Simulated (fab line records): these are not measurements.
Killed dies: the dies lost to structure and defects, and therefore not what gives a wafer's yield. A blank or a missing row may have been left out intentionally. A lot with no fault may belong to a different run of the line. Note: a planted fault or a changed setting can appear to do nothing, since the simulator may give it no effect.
A lot that was struck, set against a sound lot | flow nand_harc | 15 steps out of a route of 1302
Sound: these wafers, L932.1, L932.3, L932.6. Wafers L946.3, L946.5, L946.6 were the ones struck. The cause is named last.
At each step with rows: each side's tool, then ch and its chambers, then its first start. Under that, the readings that differ: sound wafers | struck wafers | difference of the means | sigmas: that difference in standard deviations of wafers without a fault.
alike: same words and numbers on both sides, and readings whose means sit less than 2 such deviations apart. not compared: any withheld reading, any reading some wafer has no value for, any bound like >300 that may hide the same value, and any number with overlapping values for which the record gives no deviation.
A row with sigmas, a row that says differs or no value, or rows on one side alone: a step with any of these is where the two part. Non-overlapping numbers with no deviation appear without sigmas and do not part them. Lack of a reading on every wafer of one side parts them only where that side has two or more wafers.

first, 7 steps without rows for these wafers: NHARC_A_BONDPAD_COAT_33 (time 65 s); NHARC_A_BONDPAD_COAT_03 (resist thk 600 nm); NHARC_A_BONDPAD_SOFTBAKE_04 (time 70 s); NHARC_A_BONDPAD_EBR_05; NHARC_A_BONDPAD_EXPOSE_06 (exposes mask A BPAD); NHARC_A_BONDPAD_PEB_07 (peb time 80 s); NHARC_A_BONDPAD_DEVELOP_08 (time 50 s).
NHARC_A_BONDPAD_CD_MEAS_09 targets a cd of 500 nm.
  sound on cd_sem-02 ch 0, day 25 16:49; struck on cd_sem-02 ch 0, day 30 23:26
  alike: cd_nm
NHARC_A_BONDPAD_OVL_MEAS_35:
  sound: overlay-01 at day 25 16:54; struck: overlay-01 at day 30 23:31
  alike: overlay_x_nm, overlay_y_nm
then, 1 step without rows for these wafers: NHARC_A_BONDPAD_HARDBAKE_10 (time 65 s).
NHARC_A_BONDPAD_DESCUM_11: chemistry O2, time 3 s.
  sound on rie_diel-13 ch 0,1,3, day 25 17:02; struck on rie_diel-13 ch 0,2,3, day 30 23:40
  alike: chamber_pressure_mTorr, drypump_motor_current_A, oes_product_au, rf_vpp_V, showerhead_plenum_p_Torr, throttle_valve_pct
  not compared: rf_hours_counter_h
NHARC_A_BONDPAD_ETCH_34: etches the open film in N2/H2, target depth 60 nm, overetch 18 nm, time 65.91 s.
  sound on rie_diel-13 ch 2,3, day 25 17:07; struck on rie_diel-13 ch 0,2,3, day 30 23:44
  alike: chamber_pressure_mTorr, drypump_motor_current_A, oes_product_au, rf_fwd_power_W, rf_vpp_V, showerhead_plenum_p_Torr, throttle_valve_pct
  not compared: rf_hours_counter_h
NHARC_A_BONDPAD_ETCH_12: etches the open film in CHF3/O2, target depth 220 nm, time 110 s.
  sound on rie_diel-13 ch 0,1, day 25 17:12; struck on rie_diel-13 ch 0,3, day 30 23:49
  reading               | sound             | struck            | difference | sigmas
  oes_product_au (a.u.) | 0.937 0.929 0.922 | 1.203 1.198 1.219 | +0.277     | +12
  rf_fwd_power_W (W)    | 496.8 493.7 495.2 | 700.4 699.8 696.2 | +203.6     | +99 or more
  alike: chamber_pressure_mTorr, drypump_motor_current_A, rf_vpp_V, showerhead_plenum_p_Torr, throttle_valve_pct
  not compared: rf_hours_counter_h
NHARC_A_BONDPAD_CD_MEAS_13:
  sound: cd_sem-03 at day 25 17:20; struck: cd_sem-02 at day 30 23:58
  alike: cd_nm
NHARC_END_SORT_01:
  sound on prober-02 ch 0, day 26 23:14; struck on prober-01 ch 0, day 32 09:47
  alike: defect_limited_yield, killed_at_array, killed_at_other, killed_at_periphery, killed_dies, killed_open, killed_short

## WHERE THEY PART
Within this record, at NHARC_A_BONDPAD_ETCH_12 only. Later steps at which nothing parts them and some readings are alike: NHARC_A_BONDPAD_CD_MEAS_13, NHARC_END_SORT_01.

WHY: what had been put in by the simulator
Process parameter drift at NHARC_A_BONDPAD_ETCH_12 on rie_diel-13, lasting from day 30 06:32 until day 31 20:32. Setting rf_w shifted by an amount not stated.
